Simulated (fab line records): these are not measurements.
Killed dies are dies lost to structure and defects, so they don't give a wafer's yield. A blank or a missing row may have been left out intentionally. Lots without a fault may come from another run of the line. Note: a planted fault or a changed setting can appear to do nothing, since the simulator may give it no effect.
fab line records -- flow nand-harc
record: lots: 6, wafers: 18, last-day: 33
route steps=1302 shown A_BLC@1120 A_M0@1137 END@1302
lots that met no fault: from a run of the same line without faults
start-h: the number of hours between the record's first day and the start of the first shown wafer of the lot -- wait-h: time in hours since the lot's previous step -- " repeats the value in the row above -- L1.1+2: a row that stands for several wafers -- - no value, or no start given -- * or withheld: withheld -- < > ~ a bound
route shown NAME@n: names a module that has steps shown in the file, with the first one's number in the route -- usual: mean and standard deviation over wafers with no fault -- same: alike in all rows -- chamber/n: place in a boat -- sites: readings site by site -- _std_site: their standard deviation -- _edge_site: inner sites' mean taken away from outer sites' mean -- radius-mm: how far each site lies from the wafer's centre -- mask NAME#n: copy n -- behind: the last tool/chamber to shape the wafer -- hold: what put the lot on hold/how long, in hours/how the hold closed -- device: names the non-switching transistor (n, p or np) -- end of line: the route-end tests of the same wafers -- where a step has no rows: the recipe by itself -- killed: the dies lost at the first sort to structure and to defects; this is not the yield of the wafer -- map: per-die view of a wafer (x killed, . not killed, _ where there is no die)
set.NAME: the run value of the setting; set.NAME@STEP: its run value at that earlier step -- model.NAME: the simulator's own value behind a step, which no gauge read
lots at selected steps of the route; one table per step, one row per wafer
services: a tool's chamber out of use, with start hour (start-h, from the record's first day; less than 0 if before it), hours out, and reason
== steps ==
step: NHARC_A_BLC_DESCUM_15
recipe: time-s: 3, o2-flow-sccm: 200, ar-flow-sccm: 0, bias-power-w: 0, chemistry: O2
step: NHARC_A_BLC_ETCH_16
recipe: target-depth-a: 390, over-etch-frac: 0.3, time-s: 65, ion-energy-ev: 80, cf4-flow-sccm: 150, ar-flow-sccm: 0, rf-w: 300, bias-w: 100, chemistry: CF4
usual: drypump-motor-current-A: 5.8/0.32, mfc-ar-sccm: 0.005/0.0096, oes-product-au: 1.001/0.0076, rf-vpp-V: 150.8/1.1, showerhead-plenum-p-Torr: 1.73/0.062, throttle-valve-pct: 13.284/0.0093
same: time-s: 65
lot.wafer,tool,chamber,start-h,wait-h,drypump-motor-current-A,mfc-ar-sccm,oes-product-au,rf-hours-counter-h,rf-vpp-V,showerhead-plenum-p-Torr,throttle-valve-pct
L213.2,rie-diel-09,3,553.02,0.1,6.2,0,1.003,4,151.9,1.74,13.271
L213.4,rie-diel-09,0,553.02,0.1,5.8,0,1.003,4,151.3,1.83,13.308
L213.6,rie-diel-09,1,553.02,0.1,5.9,0,0.995,-,152.5,1.72,13.278
L218.1,rie-diel-06,0,611.64,0.1,6.1,0.006,0.988,12,149.7,1.68,13.279
L218.2,rie-diel-06,2,611.64,0.1,5.3,0,1.001,12,150.5,1.64,13.281
L218.5,rie-diel-06,0,611.64,0.1,6.1,0.006,0.999,-,149.8,1.68,13.281
L223.1,rie-diel-06,3,656.73,0.1,6.2,0,1.002,17,151.4,1.72,13.272
L223.3,rie-diel-06,0,656.73,0.1,6.1,0.006,1.002,17,151.1,1.68,13.284
L223.5,rie-diel-06,3,656.73,0.1,6.2,0,1.015,-,151.4,1.72,13.303
L226.1,rie-diel-06,2,671.20,0.1,5.3,0,1.005,0,149.0,1.64,13.275
L226.5,rie-diel-06,2,671.20,0.1,5.3,0,1.001,-,149.6,1.64,13.273
L226.6,rie-diel-06,3,671.20,0.1,6.2,0,1.005,-,149.8,1.72,13.291
L230.4,rie-diel-09,3,705.23,0.1,6.1,0,0.985,1,151.2,1.74,13.286
L230.5,rie-diel-09,1,705.23,0.1,5.9,0,1.010,-,150.9,1.72,13.276
L230.6,rie-diel-09,2,705.23,0.1,6.0,0,1.014,-,150.9,1.76,13.288
L231.3,rie-diel-06,2,757.88,0.1,5.3,0,1.005,6,150.0,1.64,13.278
L231.1,rie-diel-06,3,757.88,0.1,6.2,0,0.998,6,152.2,1.72,13.287
L231.4,rie-diel-06,1,757.88,0.1,5.6,0.013,0.994,5,151.8,1.78,13.297
step: NHARC_A_BLC_ETCH_17
recipe: target-depth-a: 3900, over-etch-frac: 0.25, time-s: 609.38, ion-energy-ev: 200, n2-flow-sccm: 150, h2-flow-sccm: 150, ar-flow-sccm: 0, rf-w: 400, bias-w: 150, chemistry: N2/H2
step: NHARC_A_BLC_ETCH_18
recipe: target-depth-a: 9100, c4f8-flow-sccm: 20, o2-flow-sccm: 10, ar-flow-sccm: withheld, rf-w: 600, bias-w: 1500, chemistry: C4F8/O2/Ar
step: NHARC_A_BLC_CD_MEAS_19
usual: cd-nm: 100.5/1.3
lot.wafer,tool,chamber,start-h,wait-h,cd-nm
L213.2,cd-sem-03,-,553.88,-,101.0
L213.4,cd-sem-03,-,553.88,-,99.5
L213.6,cd-sem-03,-,553.88,-,100.8
L218.1,cd-sem-01,-,612.52,-,98.4
L218.2,cd-sem-01,-,612.52,-,99.2
L218.5,cd-sem-01,-,612.52,-,98.9
L223.1,cd-sem-03,-,657.62,-,100.0
L223.3,cd-sem-03,-,657.62,-,101.6
L223.5,cd-sem-03,-,657.62,-,99.9
L226.1,cd-sem-03,-,672.08,-,102.1
L226.5,cd-sem-03,-,672.08,-,102.8
L226.6,cd-sem-03,-,672.08,-,103.2
L230.4,cd-sem-03,-,706.10,-,100.5
L230.5,cd-sem-03,-,706.10,-,101.1
L230.6,cd-sem-03,-,706.10,-,99.0
L231.1,cd-sem-02,-,758.76,-,100.0
L231.3,cd-sem-02,-,758.76,-,100.9
L231.4,cd-sem-02,-,758.76,-,100.5
step: NHARC_A_BLC_STRIP_29
recipe: cf4-flow-sccm: 150, ar-flow-sccm: 0, bias-w: 0, chemistry: CF4
step: NHARC_A_BLC_STRIP_21
recipe: o2-flow-sccm: 500, ar-flow-sccm: 0, bias-w: 0, chemistry: O2
step: NHARC_A_BLC_STRIP_22
recipe: time-s: 600, temp-c: 30, chemistry: post-etch-residue-remover
step: NHARC_A_BLC_DEGAS_30
recipe: temp-c: 300, time-s: 60
usual: heater-power-w: 448/37
same: time-s: 60
lot.wafer,tool,chamber,start-h,wait-h,heater-power-w
L213.2,pvd-sputter-03,-,554.48,-,462
L213.4,pvd-sputter-03,-,554.48,-,401
L213.6,pvd-sputter-03,-,554.48,-,429
L218.1,pvd-sputter-02,-,613.16,-,454
L218.2,pvd-sputter-02,-,613.16,-,452
L218.5,pvd-sputter-02,-,613.16,-,451
L223.1,pvd-sputter-01,-,658.24,-,431
L223.3,pvd-sputter-01,-,658.24,-,458
L223.5,pvd-sputter-01,-,658.24,-,533
L226.1,pvd-sputter-01,-,672.70,-,536
L226.6,pvd-sputter-01,-,672.70,-,422
L226.5,pvd-sputter-01,-,672.70,-,470
L230.4,pvd-sputter-02,-,707.00,-,516
L230.5,pvd-sputter-02,-,707.00,-,454
L230.6,pvd-sputter-02,-,707.00,-,377
L231.4,pvd-sputter-01,-,759.37,-,461
L231.3,pvd-sputter-01,-,759.37,-,519
L231.1,pvd-sputter-01,-,759.37,-,448
step: NHARC_A_BLC_PRE_CLEAN_31
recipe: time-s: 15, bias-v: 250, gas: Ar
step: NHARC_A_BLC_PVD_32
recipe: target-thk-a: 50, chamber-pressure-pa: 5, power-w: 5000, substrate-temp-c: 200, time-s: 17.7, material: Ti
step: NHARC_A_BLC_ALD_23
recipe: target-thk-a: 30, pulse-time-s: 1, ald-cycles: 150, temp-c: 450, material: TiN
step: NHARC_A_BLC_CVD_24
recipe: target-thk-a: 1500, temp-c: 300, pressure-torr: 40, wf6-flow-sccm: 40, h2-flow-sccm: 1600, ar-flow-sccm: 1560, time-s: 434, material: W
usual: chamber-pressure-Torr: 40.00/0.092, heater-power-w: 452/40, mfc-ar-sccm: 1560/4.5, throttle-valve-pct: 7.96/0.27
same: time-s: 434
lot.wafer,tool,chamber,start-h,wait-h,chamber-pressure-Torr,heater-power-w,mfc-ar-sccm,throttle-valve-pct
L213.2,cvd-w-02,0,555.03,-,40.04,487,1566,7.84
L213.4,cvd-w-02,0,555.03,-,40.08,496,1569,7.92
L213.6,cvd-w-02,1,555.03,-,39.91,473,1557,7.87
L218.2,cvd-w-01,1,613.61,-,40.07,379,1567,7.70
L218.1,cvd-w-01,0,613.61,-,39.98,418,1564,8.64
L218.5,cvd-w-01,0,613.61,-,39.92,418,1567,8.48
L223.1,cvd-w-01,0,658.74,-,39.93,433,1557,8.65
L223.3,cvd-w-01,0,658.74,-,40.04,423,1561,8.40
L223.5,cvd-w-01,0,658.74,-,39.91,423,1559,8.42
L226.1,cvd-w-01,1,673.17,-,40.06,386,1559,7.73
L226.5,cvd-w-01,1,673.17,-,40.08,377,1554,7.83
L226.6,cvd-w-01,0,673.17,-,39.97,425,1555,8.59
L230.4,cvd-w-02,0,707.83,-,40.08,482,1558,7.62
L230.5,cvd-w-02,1,707.83,-,40.04,456,1559,8.02
L230.6,cvd-w-02,0,707.83,-,40.00,485,1563,7.84
L231.1,cvd-w-02,0,759.80,-,40.06,476,1571,7.69
L231.4,cvd-w-02,0,759.80,-,40.09,481,1561,8.15
L231.3,cvd-w-02,1,759.80,-,39.87,465,1558,7.72
step: NHARC_A_BLC_CMP_25
recipe: t-overpolish-s: 30, target-thk-nm: 150
step: NHARC_A_BLC_SRD_27
step: NHARC_A_M0_DEP_00
recipe: target-thk-a: 1500, target-thk-nm: 150, temp-c: withheld, pressure-torr: 5, flow-sccm: 200, rf-w: 600, material: SiOC
step: NHARC_A_M0_DEHYDRATE_01
recipe: temp-c: 150, time-s: 120
step: NHARC_A_M0_HMDS_02
recipe: time-s: 30
step: NHARC_A_M0_COAT_33
recipe: temp-c: 200, time-s: 65
step: NHARC_A_M0_COAT_03
recipe: spin-rpm: 1500, resist-thk-nm: 90
step: NHARC_A_M0_SOFTBAKE_04
recipe: temp-c: 105, time-s: 55
step: NHARC_A_M0_EBR_05
step: NHARC_A_M0_EXPOSE_06
recipe: na: 1.35, target-cd-nm: 80, dose-mj: 83.25, mask-id: A_M0
step: NHARC_A_M0_PEB_07
recipe: peb-temp-c: 100, peb-time-s: 65
step: NHARC_A_M0_DEVELOP_08
recipe: develop-time-s: 35, dev-temp-c: 23
step: NHARC_A_M0_CD_MEAS_09
recipe: target-cd-nm: 80, landing-energy-ev: 500
usual: cd-nm: 80.2/0.51
lot.wafer,tool,chamber,start-h,wait-h,cd-nm
L213.2,cd-sem-02,0,556.80,-,79.9
L213.4,cd-sem-02,0,556.80,-,80.5
L213.6,cd-sem-02,0,556.80,-,80.6
L218.1,cd-sem-01,0,615.47,-,79.9
L218.2,cd-sem-01,0,615.47,-,81.1
L218.5,cd-sem-01,0,615.47,-,80.4
L223.1,cd-sem-03,0,660.52,-,80.6
L223.3,cd-sem-03,0,660.52,-,79.9
L223.5,cd-sem-03,0,660.52,-,79.4
L226.1,cd-sem-01,0,675.12,-,80.0
L226.5,cd-sem-01,0,675.12,-,80.4
L226.6,cd-sem-01,0,675.12,-,80.1
L230.4,cd-sem-01,0,709.45,-,80.9
L230.5,cd-sem-01,0,709.45,-,79.9
L230.6,cd-sem-01,0,709.45,-,80.7
L231.1,cd-sem-01,0,761.78,-,80.7
L231.3,cd-sem-01,0,761.78,-,80.6
L231.4,cd-sem-01,0,761.78,-,80.9
step: NHARC_A_M0_OVL_MEAS_10
recipe: pitch-nm: 160
usual: overlay-x-nm: 0.3/0.76, overlay-y-nm: 0.1/0.63
lot.wafer,tool,chamber,start-h,wait-h,overlay-x-nm,overlay-y-nm
L213.2,overlay-02,-,556.89,-,1.1,0.9
L213.4,overlay-02,-,556.89,-,0.3,0.9
L213.6,overlay-02,-,556.89,-,0.9,0.7
L218.1,overlay-01,-,615.56,-,-0.4,-0.2
L218.2,overlay-01,-,615.56,-,-0.2,0.1
L218.5,overlay-01,-,615.56,-,0.1,0.4
L223.1,overlay-01,-,660.61,-,-0.6,0.3
L223.3,overlay-01,-,660.61,-,-0.4,-0.2
L223.5,overlay-01,-,660.61,-,-1.2,0.2
L226.1,overlay-01,-,675.21,-,0.9,0.1
L226.5,overlay-01,-,675.21,-,0.5,-0.7
L226.6,overlay-01,-,675.21,-,0.7,-0.2
L230.4,overlay-02,-,709.53,-,0.5,-0.8
L230.5,overlay-02,-,709.53,-,0.2,-0.5
L230.6,overlay-02,-,709.53,-,0.1,-0.1
L231.1,overlay-02,-,761.87,-,1.0,0.4
L231.3,overlay-02,-,761.87,-,0.3,0.7
L231.4,overlay-02,-,761.87,-,0.4,0.6
step: NHARC_A_M0_DESCUM_14
recipe: time-s: 3, o2-flow-sccm: 200, ar-flow-sccm: 0, bias-power-w: 0, chemistry: O2
step: NHARC_A_M0_ETCH_34
recipe: target-depth-a: 400, overetch-a: 120, time-s: 43.94, ion-energy-ev: 200, n2-flow-sccm: 150, h2-flow-sccm: 150, ar-flow-sccm: 0, rf-w: 400, bias-w: 150, chemistry: N2/H2
step: NHARC_A_M0_ETCH_15
recipe: target-depth-a: 1500, overetch-a: 150, time-s: 82.5, c4f8-flow-sccm: withheld, ar-flow-sccm: 400, rf-w: 600, bias-w: 300, chemistry: C4F8/Ar
step: NHARC_A_M0_CD_MEAS_16
usual: cd-nm: 80.1/0.67
lot.wafer,tool,chamber,start-h,wait-h,cd-nm
L213.2,cd-sem-03,-,557.29,-,81.0
L213.4,cd-sem-03,-,557.29,-,80.5
L213.6,cd-sem-03,-,557.29,-,80.7
L218.1,cd-sem-01,-,615.95,-,80.3
L218.2,cd-sem-01,-,615.95,-,80.6
L218.5,cd-sem-01,-,615.95,-,80.7
L223.1,cd-sem-02,-,661.00,-,79.7
L223.3,cd-sem-02,-,661.00,-,79.5
L223.5,cd-sem-02,-,661.00,-,79.5
L226.1,cd-sem-01,-,675.60,-,80.0
L226.5,cd-sem-01,-,675.60,-,80.4
L226.6,cd-sem-01,-,675.60,-,80.2
L230.4,cd-sem-01,-,709.93,-,80.6
L230.5,cd-sem-01,-,709.93,-,80.1
L230.6,cd-sem-01,-,709.93,-,79.3
L231.1,cd-sem-03,-,762.26,-,80.5
L231.3,cd-sem-03,-,762.26,-,81.1
L231.4,cd-sem-03,-,762.26,-,80.8
step: NHARC_A_M0_STRIP_18
recipe: power-w: 1000, n2-flow-sccm: 150, h2-flow-sccm: 150, ar-flow-sccm: 0, bias-w: 0, chemistry: N2/H2
step: NHARC_A_M0_STRIP_19
recipe: time-s: 600, temp-c: 30, chemistry: post-etch-residue-remover
step: NHARC_A_M0_DEGAS_28
recipe: temp-c: 250, time-s: 60
step: NHARC_A_M0_PRE_CLEAN_29
recipe: time-s: 30, temp-c: 280, gas: H2/He
usual: heater-power-w: 389/33
same: time-s: 30
lot.wafer,tool,chamber,start-h,wait-h,heater-power-w
L213.4,pvd-sputter-02,-,-,-,391
L213.2,pvd-sputter-02,-,-,-,336
L213.6,pvd-sputter-02,-,-,-,397
L218.1,pvd-sputter-03,-,-,-,346
L218.2,pvd-sputter-03,-,-,-,377
L218.5,pvd-sputter-03,-,-,-,397
L223.1,pvd-sputter-01,-,-,-,417
L223.3,pvd-sputter-01,-,-,-,477
L223.5,pvd-sputter-01,-,-,-,369
L226.1,pvd-sputter-03,-,-,-,390
L226.5,pvd-sputter-03,-,-,-,406
L226.6,pvd-sputter-03,-,-,-,355
L230.4,pvd-sputter-02,-,-,-,370
L230.5,pvd-sputter-02,-,-,-,378
L230.6,pvd-sputter-02,-,-,-,425
L231.4,pvd-sputter-03,-,-,-,395
L231.3,pvd-sputter-03,-,-,-,436
L231.1,pvd-sputter-03,-,-,-,347
step: NHARC_A_M0_PVD_20
recipe: target-thk-a: 50, bias-v: 168.6, power-w: 15000, chamber-pressure-pa: 0.12, time-s: 8.06, substrate-temp-c: 50, material: TaN
step: NHARC_A_M0_PVD_21
recipe: target-thk-a: 300, chamber-pressure-pa: 5, power-w: 5000, substrate-temp-c: 30, time-s: 20.49, material: Cu
usual: throttle-valve-pct: 29.9/0.91
same: time-s: 20.49
lot.wafer,tool,chamber,start-h,wait-h,throttle-valve-pct
L213.4,pvd-sputter-02,-,-,-,30.3
L213.2,pvd-sputter-02,-,-,-,31.1
L213.6,pvd-sputter-02,-,-,-,30.4
L218.1,pvd-sputter-03,-,-,-,30.1
L218.2,pvd-sputter-03,-,-,-,28.7
L218.5,pvd-sputter-03,-,-,-,30.3
L223.3,pvd-sputter-01,-,-,-,29.9
L223.1,pvd-sputter-01,-,-,-,31.1
L223.5,pvd-sputter-01,-,-,-,29.3
L226.1,pvd-sputter-03,-,-,-,30.4
L226.6,pvd-sputter-03,-,-,-,28.7
L226.5,pvd-sputter-03,-,-,-,28.8
L230.4,pvd-sputter-02,-,-,-,31.2
L230.6,pvd-sputter-02,-,-,-,31.2
L230.5,pvd-sputter-02,-,-,-,29.7
L231.4,pvd-sputter-03,-,-,-,30.1
L231.1,pvd-sputter-03,-,-,-,27.3
L231.3,pvd-sputter-03,-,-,-,28.8
step: NHARC_A_M0_ECD_22
recipe: target-thk-a: 4000, bath-temp-c: 25, material: Cu
step: NHARC_A_M0_ANNEAL_30
recipe: temp-c: 225, time-s: 90
usual: wafer_temp_C_max: 225.77/0.19
same: time-s: 90
lot.wafer,tool,chamber,start-h,wait-h,wafer_temp_C_max
L213.2,rtp-anneal-01,0,558.70,0.3,225.46
L213.4,rtp-anneal-01,0,558.70,0.3,225.70
L213.6,rtp-anneal-01,0,558.70,0.3,225.80
L218.1,rtp-anneal-01,0,617.31,-,225.85
L218.2,rtp-anneal-01,0,617.31,-,225.74
L218.5,rtp-anneal-01,0,617.31,-,225.49
L223.1,rtp-anneal-01,0,662.41,0.3,226.00
L223.3,rtp-anneal-01,0,662.41,0.3,225.79
L223.5,rtp-anneal-01,0,662.41,0.3,226.04
L226.1,rtp-anneal-01,0,677.00,-,225.79
L226.5,rtp-anneal-01,0,677.00,-,225.75
L226.6,rtp-anneal-01,0,677.00,-,225.93
L230.4,rtp-anneal-02,0,711.50,-,225.81
L230.5,rtp-anneal-02,0,711.50,-,225.67
L230.6,rtp-anneal-02,0,711.50,-,225.81
L231.1,rtp-anneal-02,0,763.63,-,225.58
L231.3,rtp-anneal-02,0,763.63,-,225.71
L231.4,rtp-anneal-02,0,763.63,-,226.01
step: NHARC_END_SORT_01
recipe: temp-c: 25
usual: killed-at-array: 62/16, killed-at-other: 0.8/1.1, killed-at-periphery: 4/3.2, killed-dies: 67/16, killed-open: 3.5/1.9, killed-short: 2.1/1.5
same: gross-dies: 677
lot.wafer,tool,chamber,start-h,wait-h,killed-at-array,killed-at-other,killed-at-periphery,killed-dies,killed-open,killed-short
L223.1,prober-01,0,698.04,2.5,145,2,1,148,2,1
L223.3,prober-01,0,699.64,3.1,130,0,2,132,6,1
L223.5,prober-01,0,701.23,3.7,146,0,3,149,3,0
L226.1,prober-02,0,716.95,2.5,156,0,4,160,4,1
L226.5,prober-02,0,720.19,3.7,159,0,2,161,3,2
L226.6,prober-02,0,721.00,4.1,167,0,3,170,2,4
killed by level:class
L223.1 A_BLC:unspecified=85 A_SLIT:chamber-film-flake=26 A_CHANNEL_HOLE_D2:chamber-film-flake=15 A_CONTACT:chamber-film-flake=7 A_CHANNEL_HOLE_D1:chamber-film-flake=3 A_STAIRCASE:chamber-film-flake=3 THIN_TSV:chamber-film-flake=2 A_ONON_D2:geometric-particle:short=1
L223.3 A_BLC:unspecified=80 A_SLIT:chamber-film-flake=27 A_CHANNEL_HOLE_D2:chamber-film-flake=11 A_CHANNEL_HOLE_D1:chamber-film-flake=3 A_CONTACT:chamber-film-flake=3 P_M1:geometric-particle:open=1 A_ONON_D1:geometric-particle:open=1 A_ONON_D2:geometric-particle:open=1
L223.5 A_BLC:unspecified=89 A_CHANNEL_HOLE_D2:chamber-film-flake=21 A_SLIT:chamber-film-flake=20 A_CHANNEL_HOLE_D1:chamber-film-flake=5 A_CONTACT:chamber-film-flake=4 A_STAIRCASE:chamber-film-flake=2 A_WL_FILL:chamber-film-flake=2 P_M0:geometric-particle:open=1
L226.1 A_BLC:unspecified=82 A_SLIT:chamber-film-flake=24 A_CHANNEL_HOLE_D2:chamber-film-flake=22 A_CHANNEL_HOLE_D1:chamber-film-flake=10 A_CONTACT:chamber-film-flake=6 A_STAIRCASE:chamber-film-flake=4 P_STI:chamber-film-flake=2 A_WL_FILL:chamber-film-flake=2
L226.5 A_BLC:unspecified=90 A_SLIT:chamber-film-flake=31 A_CHANNEL_HOLE_D2:chamber-film-flake=22 A_CHANNEL_HOLE_D1:chamber-film-flake=7 A_WL_FILL:chamber-film-flake=3 A_CONTACT:chamber-film-flake=2 P_GATE:geometric-particle:open=1 P_M0:geometric-particle:open=1
L226.6 A_BLC:unspecified=91 A_SLIT:chamber-film-flake=35 A_CHANNEL_HOLE_D2:chamber-film-flake=25 A_CHANNEL_HOLE_D1:chamber-film-flake=8 A_STAIRCASE:chamber-film-flake=2 P_CONTACT:geometric-particle:open=1 P_M1:geometric-particle:short=1 A_CHANNEL_FILL_D1:geometric-particle:short=1
map L223.5 (x killed, . not)
____________.____________
_________......._________
_______..........._______
______.............______
_____....x...x....x._____
____...xxxx........xx____
____...xxx......xx.xx____
___...xxxx..x...xxxxxx___
___...xxxxxxx.x.xxxxxx___
__....xxxxxxx..xxxxxxxx__
__.....xxxxxx..xxxxxxxx__
_......x.xxxx..xxxxxxxx._
_......xxxx...xxxxxxxxxx_
_........xxx....xxxxxxx._
_........x.....xxxxxxxx._
_..............xxxxxxx.x_
................xxxxxxx..
.................xxxx....
...................xx....
......................x..
.........................
_......................._
_......................._
_.....x................._
_......................._
_........x.............._
__.....................__
__..x..........x.......__
___..xx...............___
___........x..........___
____.....x...........____
____......x..........____
_____..............._____
______x..x.........______
_______..........._______
_________......._________
____________.____________
map L226.6 (x killed, . not)
____________.____________
_________.x....._________
_______........x.._______
______..x..........______
_____...x.x........._____
____...x.xxx....x....____
____..xxxx..x...xxxx.____
___....xxxx.....xxxxxx___
___x..xxxxx....xxxxxxx___
__.....xxxx...xxxxxxxxx__
__.......xxx.xxxxxxxxxx__
_.....xxxxx....xxxxxxxx._
_......xxxxx...xxxxxxxxx_
_.....x.xxx....xxxxxxxxx_
_.......x......xxxxxxxxx_
_.x......x......xxxxxxx._
................xxxxxxx..
..................xxxxx..
......................x..
..................x......
.........................
_......................._
_......................._
_.......x....x.........._
_.x...............x....._
_......................._
__...............x.....__
__..............x......__
___............xx.xx..___
___............x.xx...___
____............xx...____
____.........xxxxxx..____
_____...........xxx._____
______......x..xx..______
_______.........x._______
_________......x_________
____________.____________
== services ==
tool,chamber,start-h,hours,kind
cvd-w-02,-,534.14,1.1,repair
pvd-sputter-01,-,544.48,23.1,repair
cvd-w-01,-,547.35,13.0,pm
cvd-w-02,0,565.73,1.8,repair
rie-diel-06,3,577.17,2.9,repair
pvd-sputter-01,-,590.55,10.0,pm
cvd-w-01,1,603.71,2.9,repair
pvd-sputter-01,-,612.23,2.2,repair
pvd-sputter-03,-,621.66,4.8,repair
cvd-w-02,-,631.00,13.0,pm
cvd-w-01,0,633.12,6.6,repair
pvd-sputter-02,-,636.87,4.8,repair
pvd-sputter-03,-,640.45,0.6,repair
pvd-sputter-02,-,641.68,10.0,pm
pvd-sputter-03,-,660.06,1.9,repair
rie-diel-06,-,661.20,9.0,pm
pvd-sputter-02,-,677.98,1.5,repair
cvd-w-02,-,682.21,0.6,repair
pvd-sputter-03,-,705.19,10.0,pm
pvd-sputter-01,-,706.23,2.1,repair
pvd-sputter-01,-,710.03,4.0,repair
rie-diel-06,-,731.74,0.3,repair
pvd-sputter-03,-,752.05,0.5,repair
pvd-sputter-03,-,753.27,1.1,repair
== key ==
first-sign: step: NHARC_END_SORT_01, reading: killed-at-array, direction: up, sigmas: 5.4, usual: 62, struck: 150
effect: step: NHARC_END_SORT_01, reading: killed-dies, direction: up, sigmas: 5.3, usual: 67, struck: 153
more-kills-born-at: NHARC_A_BLC_CVD_24@cvd-w-01: 517
met-at NHARC_A_BLC_CVD_24
struck-wafers L223.1,L223.3,L223.5,L226.1,L226.5,L226.6
tester-left-out L223,L226
onset-between 613.61 658.74
also-fits NHARC_A_M0_ANNEAL_30:rtp-anneal-01
fault: kind: chamber-particle-source, tool: cvd-w-01, chamber: -, onset-h: 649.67, steps: NHARC_A_BLC_CVD_24, rate-per-visit-cm2: 1.0612, end-h: 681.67
tester-left-out: of these lots the tester's yield and bins aren't shown, on N5 and GAA mostly nor the transistor test; their killed dies are dies lost to structure and defects alone, not to doping, threshold or leakage, so they don't give the yield
